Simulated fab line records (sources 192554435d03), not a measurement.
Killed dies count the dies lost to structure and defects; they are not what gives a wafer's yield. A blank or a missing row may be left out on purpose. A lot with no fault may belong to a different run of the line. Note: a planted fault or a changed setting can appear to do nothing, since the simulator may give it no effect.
Which tool is to blame? || flow n5 finfet || Sampling: 10 lots, 30 wafers, 5 of 1938 route steps

== WHAT THE GAUGES READ, wafer by wafer ==
N5_ZERO_LAYER_CD_MEAS_11 targets a cd of 2000 nm.
{"lot": "L368", "measured": "day 2 06:41", "on": "cd sem-02", "cd nm (nm)": "2002.4 2001.0 1999.0"}
{"lot": "L369", "measured": "day 2 12:38", "on": "cd sem-02", "cd nm (nm)": "1997.2 1996.8 1997.0"}
{"lot": "L371", "measured": "day 3 00:38", "on": "cd sem-02", "cd nm (nm)": "2000.7 2001.8 2000.5"}
{"lot": "L373", "measured": "day 3 12:39", "on": "cd sem-03", "cd nm (nm)": "1999.5 2001.9 2001.1"}
{"lot": "L376", "measured": "day 4 06:49", "on": "cd sem-03", "cd nm (nm)": "2001.0 2000.3 1999.5"}
{"lot": "L378", "measured": "day 4 18:38", "on": "cd sem-03", "cd nm (nm)": "1999.3 1998.3 2003.7"}
{"lot": "L380", "measured": "day 5 06:38", "on": "cd sem-03", "cd nm (nm)": "2002.6 2002.0 1998.7"}
{"lot": "L382", "measured": "day 5 18:46", "on": "cd sem-03", "cd nm (nm)": "1999.8 1999.4 1997.8"}
{"lot": "L383", "measured": "day 6 00:38", "on": "cd sem-02", "cd nm (nm)": "1998.2 2000.0 1998.2"}
{"lot": "L384", "measured": "day 6 06:39", "on": "cd sem-01", "cd nm (nm)": "1996.4 1998.5 1999.1"}

N5_PMOS_HMC_CHANNEL_EPI_CD_MEAS_09 targets a cd of 237.4 nm.
{"lot": "L368", "measured": "day 2 11:14", "on": "cd sem-02", "cd nm (nm)": "236.4 236.2 235.9"}
{"lot": "L369", "measured": "day 2 18:23", "on": "cd sem-02", "cd nm (nm)": "240.1 237.8 238.2"}
{"lot": "L371", "measured": "day 3 05:19", "on": "cd sem-03", "cd nm (nm)": "237.4 237.0 236.5"}
{"lot": "L373", "measured": "day 3 18:05", "on": "cd sem-03", "cd nm (nm)": "237.5 237.7 237.3"}
{"lot": "L376", "measured": "day 4 11:08", "on": "cd sem-03", "cd nm (nm)": "236.6 237.7 238.2"}
{"lot": "L378", "measured": "day 4 23:11", "on": "cd sem-01", "cd nm (nm)": "236.2 237.0 236.4"}
{"lot": "L380", "measured": "day 5 10:58", "on": "cd sem-02", "cd nm (nm)": "238.4 237.4 237.6"}
{"lot": "L382", "measured": "day 5 23:16", "on": "cd sem-03", "cd nm (nm)": "237.2 236.4 237.2"}
{"lot": "L383", "measured": "day 6 05:21", "on": "cd sem-01", "cd nm (nm)": "237.2 237.2 236.6"}
{"lot": "L384", "measured": "day 6 11:09", "on": "cd sem-01", "cd nm (nm)": "236.5 237.5 237.3"}

N5_BEOL_M4_RC_MEAS_101.
{"lot": "L368", "measured": "day 9 01:15", "on": "prober-02", "DIBL_N (mV/V)": "35.6 37.3 36.9", "DIBL_P (mV/V)": "34.5 36.0 36.0", "IOFF_N (nA/um)": "0.152 0.181 0.180", "IOFF_P (nA/um)": "0.219 0.244 0.244", "ION_N (uA/um)": "676 685 679", "ION_P (uA/um)": "470 472 468", "RS_NWELL (ohm/sq)": "1040 1034 1049", "SS_N (mV/dec)": "71.3 71.9 71.7", "SS_P (mV/dec)": "73.5 73.3 73.9", "VT_N (mV)": "247.8 246.9 249.0", "VT_P (mV)": "-246 -247 -245"}
{"lot": "L369", "measured": "day 9 10:55", "on": "prober-02", "DIBL_N (mV/V)": "37.2 37.2 39.4", "DIBL_P (mV/V)": "36.1 35.8 38.8", "IOFF_N (nA/um)": "0.166 0.158 0.219", "IOFF_P (nA/um)": "0.233 0.233 0.279", "ION_N (uA/um)": "688 691 702", "ION_P (uA/um)": "471 470 477", "RS_NWELL (ohm/sq)": "1040 1027 1039", "SS_N (mV/dec)": "71.8 71.2 71.9", "SS_P (mV/dec)": "73.2 73.9 74.0", "VT_N (mV)": "247.2 246.0 242.7", "VT_P (mV)": "-245 -245 -246"}
{"lot": "L371", "measured": "day 10 10:31", "on": "prober-02", "DIBL_N (mV/V)": "39.2 37.6 38.4", "DIBL_P (mV/V)": "38.2 36.8 37.3", "IOFF_N (nA/um)": "0.191 0.175 0.176", "IOFF_P (nA/um)": "0.240 0.219 0.224", "ION_N (uA/um)": "684 681 684", "ION_P (uA/um)": "465 464 466", "RS_NWELL (ohm/sq)": "1036 1030 1044", "SS_N (mV/dec)": "72.3 72.0 72.6", "SS_P (mV/dec)": "73.7 72.9 73.1", "VT_N (mV)": "248.0 247.0 248.2", "VT_P (mV)": "-246 -248 -246"}
{"lot": "L373", "measured": "day 11 14:48", "on": "prober-02", "DIBL_N (mV/V)": "35.0 37.0 37.8", "DIBL_P (mV/V)": "34.1 36.9 37.1", "IOFF_N (nA/um)": "0.133 0.166 0.169", "IOFF_P (nA/um)": "0.192 0.239 0.238", "ION_N (uA/um)": "666 681 669", "ION_P (uA/um)": "462 471 459", "RS_NWELL (ohm/sq)": "1039 1028 1046", "SS_N (mV/dec)": "70.6 71.8 71.9", "SS_P (mV/dec)": "72.9 73.5 73.4", "VT_N (mV)": "252.4 247.1 250.5", "VT_P (mV)": "-249 -247 -246"}
{"lot": "L376", "measured": "day 11 14:51", "on": "prober-01", "DIBL_N (mV/V)": "34.9 34.1 34.5", "DIBL_P (mV/V)": "36.0 34.6 35.8", "IOFF_N (nA/um)": "0.157 0.154 0.158", "IOFF_P (nA/um)": "0.243 0.216 0.238", "ION_N (uA/um)": "675 678 681", "ION_P (uA/um)": "467 468 472", "RS_NWELL (ohm/sq)": "1051 1037 1043", "SS_N (mV/dec)": "71.3 71.1 71.1", "SS_P (mV/dec)": "73.4 72.9 73.4", "VT_N (mV)": "252.5 248.4 249.7", "VT_P (mV)": "-242 -246 -247"}
{"lot": "L378", "measured": "day 13 17:03", "on": "prober-01", "DIBL_N (mV/V)": "35.5 36.0 36.7", "DIBL_P (mV/V)": "37.1 38.0 38.3", "IOFF_N (nA/um)": "0.165 0.177 0.189", "IOFF_P (nA/um)": "0.201 0.215 0.210", "ION_N (uA/um)": "674 673 670", "ION_P (uA/um)": "460 457 455", "RS_NWELL (ohm/sq)": "1030 1032 1027", "SS_N (mV/dec)": "71.6 71.8 72.2", "SS_P (mV/dec)": "74.1 74.1 74.1", "VT_N (mV)": "248.2 249.4 247.0", "VT_P (mV)": "-253 -253 -251"}
{"lot": "L380", "measured": "day 13 08:50", "on": "prober-02", "DIBL_N (mV/V)": "37.3 38.8 37.2", "DIBL_P (mV/V)": "36.1 38.8 35.9", "IOFF_N (nA/um)": "0.187 0.219 0.182", "IOFF_P (nA/um)": "0.241 0.290 0.238", "ION_N (uA/um)": "675 681 669", "ION_P (uA/um)": "464 468 459", "RS_NWELL (ohm/sq)": "1041 1036 1042", "SS_N (mV/dec)": "72.4 72.3 72.7", "SS_P (mV/dec)": "73.5 75.0 73.2", "VT_N (mV)": "248.6 245.4 246.7", "VT_P (mV)": "-245 -244 -246"}
{"lot": "L382", "measured": "day 14 22:52", "on": "prober-02", "DIBL_N (mV/V)": "35.9 37.9 36.3", "DIBL_P (mV/V)": "35.8 39.4 36.2", "IOFF_N (nA/um)": "0.145 0.187 0.144", "IOFF_P (nA/um)": "0.185 0.237 0.190", "ION_N (uA/um)": "671 676 673", "ION_P (uA/um)": "463 460 460", "RS_NWELL (ohm/sq)": "1408 1396 1406", "SS_N (mV/dec)": "70.8 71.9 71.6", "SS_P (mV/dec)": "72.9 74.0 73.7", "VT_N (mV)": "248.9 245.3 253.4", "VT_P (mV)": "-254 -249 -252"}
{"lot": "L383", "measured": "day 14 20:09", "on": "prober-02", "DIBL_N (mV/V)": "35.9 35.2 36.6", "DIBL_P (mV/V)": "35.4 35.2 36.0", "IOFF_N (nA/um)": "0.156 0.148 0.169", "IOFF_P (nA/um)": "0.219 0.225 0.230", "ION_N (uA/um)": "675 681 681", "ION_P (uA/um)": "464 472 466", "RS_NWELL (ohm/sq)": "1045 1052 1046", "SS_N (mV/dec)": "70.9 70.5 70.9", "SS_P (mV/dec)": "73.2 73.5 73.4", "VT_N (mV)": "246.8 249.7 246.5", "VT_P (mV)": "-250 -248 -248"}
{"lot": "L384", "measured": "day 14 18:17", "on": "prober-01", "DIBL_N (mV/V)": "36.4 37.5 37.3", "DIBL_P (mV/V)": "36.8 38.0 37.8", "IOFF_N (nA/um)": "0.165 0.173 0.172", "IOFF_P (nA/um)": "0.212 0.237 0.228", "ION_N (uA/um)": "667 670 668", "ION_P (uA/um)": "458 463 461", "RS_NWELL (ohm/sq)": "1407 1403 1409", "SS_N (mV/dec)": "71.5 71.5 71.3", "SS_P (mV/dec)": "73.0 73.5 73.2", "VT_N (mV)": "246.2 247.3 247.1", "VT_P (mV)": "-250 -248 -251"}

== WHAT TOOL EACH LOT RAN ON (gives the tool, then ch and the chambers of the sampled wafers, and finally the start) ==
{"lot": "L368", "N5_ZERO_LAYER_ETCH_18": "rie si-04 ch 0,1, day 2 07:00", "N5_WELL_APT_IMPLANT_14": "implanter-01 ch 0, day 2 08:01"}
{"lot": "L369", "N5_ZERO_LAYER_ETCH_18": "rie si-05 ch 1,3, day 2 12:50", "N5_WELL_APT_IMPLANT_14": "implanter-01 ch 0, day 2 14:24"}
{"lot": "L371", "N5_ZERO_LAYER_ETCH_18": "rie si-04 ch 0,1,3, day 3 00:47", "N5_WELL_APT_IMPLANT_14": "implanter-01 ch 0, day 3 01:44"}
{"lot": "L373", "N5_ZERO_LAYER_ETCH_18": "rie si-02 ch 1,2, day 3 13:21", "N5_WELL_APT_IMPLANT_14": "implanter-02 ch 0, day 3 14:37"}
{"lot": "L376", "N5_ZERO_LAYER_ETCH_18": "rie si-04 ch 0,2,3, day 4 07:03", "N5_WELL_APT_IMPLANT_14": "implanter-01 ch 0, day 4 08:02"}
{"lot": "L378", "N5_ZERO_LAYER_ETCH_18": "rie si-02 ch 0,1, day 4 18:47", "N5_WELL_APT_IMPLANT_14": "implanter-02 ch 0, day 4 20:04"}
{"lot": "L380", "N5_ZERO_LAYER_ETCH_18": "rie si-04 ch 1,3, day 5 06:47", "N5_WELL_APT_IMPLANT_14": "implanter-02 ch 0, day 5 07:46"}
{"lot": "L382", "N5_ZERO_LAYER_ETCH_18": "rie si-05 ch 1,2,3, day 5 18:55", "N5_WELL_APT_IMPLANT_14": "implanter-02 ch 0, day 5 19:53"}
{"lot": "L383", "N5_ZERO_LAYER_ETCH_18": "rie si-02 ch 0,2,3, day 6 00:47", "N5_WELL_APT_IMPLANT_14": "implanter-01 ch 0, day 6 01:56"}
{"lot": "L384", "N5_ZERO_LAYER_ETCH_18": "rie si-05 ch 2,3, day 6 06:50", "N5_WELL_APT_IMPLANT_14": "implanter-02 ch 0, day 6 07:59"}
- N5_ZERO_LAYER_ETCH_18: etches Si in HBr/Cl2, target depth 120 nm, time 40 s.
- N5_WELL_APT_IMPLANT_14

== WHAT THE TOOLS THEMSELVES READ (means of the sampled wafers that have a number; where no wafer has one, the mark that the record gives instead) ==
N5_ZERO_LAYER_ETCH_18.
{"lot": "L368", "tool": "rie si-04", "bias w (W)": 74.70, "drypump motor current A (A)": 6.2, "oes product au (a.u.)": 0.990, "throttle valve pct (%)": 36.09}
{"lot": "L369", "tool": "rie si-05", "bias w (W)": 74.90, "drypump motor current A (A)": 5.5, "oes product au (a.u.)": 1.024, "throttle valve pct (%)": 35.90}
{"lot": "L371", "tool": "rie si-04", "bias w (W)": 74.90, "drypump motor current A (A)": 6.0, "oes product au (a.u.)": 0.993, "throttle valve pct (%)": 36.19}
{"lot": "L373", "tool": "rie si-02", "bias w (W)": 74.85, "drypump motor current A (A)": 6.0, "oes product au (a.u.)": 0.989, "throttle valve pct (%)": 36.35}
{"lot": "L376", "tool": "rie si-04", "bias w (W)": 74.88, "drypump motor current A (A)": 6.0, "oes product au (a.u.)": 1.001, "throttle valve pct (%)": 36.30}
{"lot": "L378", "tool": "rie si-02", "bias w (W)": 75.09, "drypump motor current A (A)": 5.9, "oes product au (a.u.)": 0.992, "throttle valve pct (%)": 36.22}
{"lot": "L380", "tool": "rie si-04", "bias w (W)": 75.01, "drypump motor current A (A)": 6.2, "oes product au (a.u.)": 1.001, "throttle valve pct (%)": 36.13}
{"lot": "L382", "tool": "rie si-05", "bias w (W)": 75.04, "drypump motor current A (A)": 5.8, "oes product au (a.u.)": 1.024, "throttle valve pct (%)": 36.09}
{"lot": "L383", "tool": "rie si-02", "bias w (W)": 75.06, "drypump motor current A (A)": 5.9, "oes product au (a.u.)": 1.002, "throttle valve pct (%)": 36.52}
{"lot": "L384", "tool": "rie si-05", "bias w (W)": 74.87, "drypump motor current A (A)": 6.2, "oes product au (a.u.)": 1.020, "throttle valve pct (%)": 36.28}

N5_WELL_APT_IMPLANT_14.
{"lot": "L368", "tool": "implanter-01", "dose ions cm2": 1.4983e+13, "faraday current uA": 189}
{"lot": "L369", "tool": "implanter-01", "dose ions cm2": 1.4995e+13, "faraday current uA": 189}
{"lot": "L371", "tool": "implanter-01", "dose ions cm2": 1.4987e+13, "faraday current uA": 190}
{"lot": "L373", "tool": "implanter-02", "dose ions cm2": 1.5001e+13, "faraday current uA": 192}
{"lot": "L376", "tool": "implanter-01", "dose ions cm2": 1.4996e+13, "faraday current uA": 192}
{"lot": "L378", "tool": "implanter-02", "dose ions cm2": 1.5025e+13, "faraday current uA": 189}
{"lot": "L380", "tool": "implanter-02", "dose ions cm2": 1.4983e+13, "faraday current uA": 190}
{"lot": "L382", "tool": "implanter-02", "dose ions cm2": 8.7350e+12, "faraday current uA": 111}
{"lot": "L383", "tool": "implanter-01", "dose ions cm2": 1.5001e+13, "faraday current uA": 190}
{"lot": "L384", "tool": "implanter-02", "dose ions cm2": 8.6930e+12, "faraday current uA": 109}

== THE ANSWER, worked out from the rows above alone ==
Rule: the usual values come from the lots themselves. The widest of any qualifying gaps counts: lots, ordered by their means at a reading, are off when they make up no more than a third of the lots, leave a main group of 4 or more, and stand apart from it by 3 or more times the standard deviation of that group's means. A main group whose means are all the same, to the digits that the tables above print for the reading, isn't used. Also off: a lot with no number at a reading for which 4 or more lots have one. All remaining lots with rows at the step are treated as sound. First the gauges in route order, then the tools' own readings, where a lot's mean is used as printed above. At the first step where some lot is off, the reading lying furthest off is the one used; lots without a number count as furthest.
Off: L382, L384, seen at N5_BEOL_M4_RC_MEAS_101 (RS_NWELL). Mean 1039 ohm/sq and standard deviation 5.1 in the main group.
A tool fits if, at a process step before that reading, it ran every lot that is off, and no sound lot after the first of them. The gauges at N5_BEOL_M4_RC_MEAS_101 aren't tried: what is off there is off at N5_ZERO_LAYER_ETCH_18 too, on other tools, and a gauge's error can't cause that. Can't be told from this: 2 tools fit, rie si-05 at N5_ZERO_LAYER_ETCH_18, implanter-02 at N5_WELL_APT_IMPLANT_14.

== WHAT THE SIMULATOR HAD INSERTED ==
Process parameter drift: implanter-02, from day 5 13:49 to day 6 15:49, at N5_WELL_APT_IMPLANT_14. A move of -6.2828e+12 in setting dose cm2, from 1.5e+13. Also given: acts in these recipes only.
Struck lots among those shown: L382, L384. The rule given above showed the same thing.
